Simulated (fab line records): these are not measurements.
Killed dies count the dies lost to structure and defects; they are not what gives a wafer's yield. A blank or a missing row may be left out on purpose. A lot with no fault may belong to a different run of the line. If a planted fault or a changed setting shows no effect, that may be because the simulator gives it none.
Comparing a struck lot with a sound one    flow nand-harc    14 out of 1302 route steps
Sound: wafers L566.1, L566.3, L566.4. Struck: wafers L576.3, L576.4, L576.6. The cause is given at the end.
Each step with rows lists, per side, the tool, then ch with its chambers, then its first start. Under that, the readings that differ: sound wafers    struck wafers    difference of the means    sigmas: that difference in standard deviations of wafers without a fault.
alike: words and numbers the same on both sides, and readings whose means are apart by under 2 such deviations; not compared: readings that were withheld, readings missing a value for some wafer, numbers with overlapping values and no deviation given by the record, and bounds like >300 which may hide the same value.
Wherever a step has rows on one side only, a row that says differs or no value, or a row with sigmas, the two part there. When numbers do not overlap yet have no deviation, they are printed without sigmas and do not part them. A reading missing from all wafers of one side parts the sides only when that side holds two or more wafers.

NHARC_P_CONTACT_CVD_23: deposits W, target thk 200 nm, time 557 s.
  sound on cvd-w-02 ch 0,1; struck on cvd-w-02 ch 0,1
  alike: heater-power-outer-w, heater-power-w, throttle-valve-pct
NHARC_P_CONTACT_CMP_24: polishes, t overpolish 30 s, target thk 200 nm.
  sound on cmp-01 ch 1,2,3, day 6 19:22; struck on cmp-03 ch 1,2,3, day 10 16:15
  alike: motor-current-A, overpolish-run-s, slurry-filter-dp-kPa, slurry-flow-ml-min, time-to-endpoint-s
after that, 1 step had no rows for these wafers: NHARC_P_CONTACT_SRD_26.
NHARC_P_CONTACT_INSPECT_27:
  sound: defect-inspect-02 at day 6 19:47; struck: defect-inspect-01 at day 10 16:37
  alike: raw-defect-count
then, 7 steps without rows for these wafers: NHARC_P_M0_DEP_00 (deposits SiOC, target thk 150 nm); NHARC_P_M0_DEHYDRATE_01 (time 120 s); NHARC_P_M0_HMDS_02 (time 30 s); NHARC_P_M0_COAT_33 (time 65 s); NHARC_P_M0_COAT_03 (resist thk 90 nm); NHARC_P_M0_SOFTBAKE_04 (time 55 s); NHARC_P_M0_EBR_05.
NHARC_P_M0_EXPOSE_06: exposes mask P M0, target cd 90 nm.
  sound on arfi-scanner-03 ch 0, day 6 20:25; struck on arfi-scanner-01 ch 0, day 10 17:22
reading               sound              struck             difference  sigmas
exposure-dose-mJ-cm2  81.16 81.13 81.21  80.12 80.10 80.23  -1.02       -7
  alike: mask
then, 1 step without rows for these wafers: NHARC_P_M0_PEB_07 (peb time 65 s).
-- jump in the record: it breaks off in module P_M0 and resumes in module END (first step shown: number 1302 of the route), and 19 days separate the struck wafers' starts before and after --
NHARC_END_SORT_01:
  sound on prober-01 ch 0, day 25 05:29; struck on prober-01 ch 0, day 29 11:03
  alike: defect-limited-yield, killed-at-array, killed-at-other, killed-at-periphery, killed-dies, killed-open, killed-short

## WHERE THEY PART
NHARC_P_M0_EXPOSE_06 only, going by this record. Later steps at which nothing parts them and some readings are alike: NHARC_END_SORT_01.

WHY: what had been put in by the simulator
Process parameters drifting: arfi-scanner-01 at NHARC_P_M0_EXPOSE_06, beginning at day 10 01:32. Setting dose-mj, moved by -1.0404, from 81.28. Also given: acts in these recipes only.
